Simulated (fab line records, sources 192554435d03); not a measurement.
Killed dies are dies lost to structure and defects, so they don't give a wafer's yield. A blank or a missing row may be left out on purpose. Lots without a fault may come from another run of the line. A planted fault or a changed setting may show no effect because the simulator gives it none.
Split-lot experiment | flow n5_finfet | 7 lots, 21 wafers read, on a route of 1938 steps

THE SPLIT
At N5_SD_EPI_P_EPI_21 (deposits SiGe:B, time 355 s), the setting temp_c was moved away from the recipe's 550 C on 2 of the 21 wafers read, by +0.2% to +0.4%. The other wafers ran this setting at the recipe's value.

FROM THE SPLIT TO THE READING: what the file shows between them, 5 steps
- N5_SD_EPI_P_HM_STRIP_48: strips SiNx in H3PO4, material SiNx, target depth 3 nm
- N5_SD_EPI_P_SRD_49: time 30 s
- N5_SD_EPI_P_PRECLEAN_24: cleans in O3/DIW, time 45 s
- N5_SD_ACTIVATION_RTA_00: time 0 s
- N5_SD_ACTIVATION_LSA_01: time 0.0008 s

THE READING
RS_SD_P, in ohm/sq, at N5_SD_ACTIVATION_RS_MEAS_03 (measures by four-point-probe). Fault-free wafers of this fab line usually give 56.4 ohm/sq, standard deviation 0.8 ohm/sq.

wafer  | tool, chamber at the split | temp_c as run, C | against the recipe | RS_SD_P, ohm/sq | against lot-mates on the recipe
L080.1 | epi_rpcvd-04, 0            | 550              | recipe             | 56.5            | -
L080.3 | epi_rpcvd-04, 0            | 552.1            | +0.4%              | 53.0            | -3.1
L080.5 | epi_rpcvd-04, 0            | 550              | recipe             | 55.7            | -
L083.4 | epi_rpcvd-01, 0            | 550              | recipe             | 56.5            | -
L083.5 | epi_rpcvd-01, 0            | 550              | recipe             | 57.0            | -
L083.6 | epi_rpcvd-01, 0            | 550              | recipe             | 57.3            | -
L086.4 | epi_rpcvd-04, 0            | 550              | recipe             | 57.8            | -
L086.5 | epi_rpcvd-04, 0            | 550              | recipe             | 57.5            | -
L086.6 | epi_rpcvd-04, 0            | 550              | recipe             | 58.7            | -
L090.2 | epi_rpcvd-01, 0            | 550              | recipe             | 55.8            | -
L090.3 | epi_rpcvd-01, 0            | 550              | recipe             | 55.8            | -
L090.4 | epi_rpcvd-01, 0            | 550              | recipe             | 55.6            | -
L093.1 | epi_rpcvd-03, 0            | 550              | recipe             | 56.5            | -
L093.2 | epi_rpcvd-03, 0            | 550              | recipe             | 56.4            | -
L093.5 | epi_rpcvd-03, 0            | 550              | recipe             | 55.9            | -
L096.1 | epi_rpcvd-03, 0            | 551.2            | +0.2%              | 55.2            | -1.5
L096.2 | epi_rpcvd-03, 0            | 550              | recipe             | 57.0            | -
L096.3 | epi_rpcvd-03, 0            | 550              | recipe             | 56.4            | -
L097.3 | epi_rpcvd-03, 0            | 550              | recipe             | 56.6            | -
L097.4 | epi_rpcvd-03, 0            | 550              | recipe             | 55.9            | -
L097.5 | epi_rpcvd-03, 0            | 550              | recipe             | 56.9            | -

THE FIT
A straight line over all 21 wafers: RS_SD_P changes by -8.79 ohm/sq for each +1% of temp_c; r = -0.73; the points scatter about the line by 0.8 ohm/sq.
The same after taking each lot's own level away (the mean of its wafers on the recipe; 21 wafers): -7.83 ohm/sq for each +1%; r = -0.90; scatter 0.36 ohm/sq.
On that fit, the largest move of temp_c shifts the reading by 3 ohm/sq.
The lots' own levels span 55.73 to 58.00 ohm/sq, that is 2.8 times the standard deviation above.
So the lot-to-lot level blurs the effect unless lot-mates are compared.
Check: with one of the wafers moved furthest among these (+0.4%) left out of the fit, the line predicts -2.62 ohm/sq for it against its lot-mates. It came out at -3.1 ohm/sq against them.

OTHER SPLITS ON THESE WAFERS
These wafers also went through other splits before the reading. Each is held against what the fit with the lots' levels taken away leaves over:
other split on the same wafers             | wafers away from the commonest value | r with RS_SD_P (lot level and that fit taken away)
N5_WELL_APT_PEB_23 peb_temp_c              | 6                                    | +0.12
N5_WELL_APT_DESCUM_30 time_s               | 7                                    | +0.07
N5_FIN_SAQP_ALD_61 temp_c                  | 11                                   | +0.10
N5_FIN_SAQP_PECVD_06 time_s                | 8                                    | -0.15
N5_FIN_SAQP_MANDREL_ETCH_22 over_etch_frac | 11                                   | -0.04
N5_FIN_CUT_CUT_ETCH_26 time_s              | 10                                   | -0.15
N5_SD_EPI_N_ETCH_45 target_depth_a         | 5                                    | -0.19
N5_SD_EPI_N_ETCH_16 target_depth_a         | 5                                    | -0.06
N5_SD_EPI_P_ETCH_16 target_depth_a         | 7                                    | +0.15

THE WHOLE CHAIN: every reading that the file lists as answering this split, in the file's order
step                        | what it does                                           | reading                                                                           | change (the file's fit)              | r (the file's)
N5_SD_EPI_P_EPI_21          | deposits SiGe:B, time 355 s                            | SiGe-B_of_SD_EPI_P_EPI_21.thk_nm (the simulator's own value, which no gauge read) | +9.84 nm for each +1% of the setting | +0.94
N5_SD_EPI_P_HM_STRIP_48     | strips SiNx in H3PO4, material SiNx, target depth 3 nm | SiGe-B_of_SD_EPI_P_EPI_21.thk_nm (the simulator's own value, which no gauge read) | +9.22 nm for each +1% of the setting | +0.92
N5_SD_ACTIVATION_RS_MEAS_03 | measures by four-point-probe                           | RS_SD_P                                                                           | -7.87 for each +1% of the setting    | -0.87

THE FILE'S OWN FIT
RS_SD_P changes by -7.87 ohm/sq for each +1% of temp_c, r = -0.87.
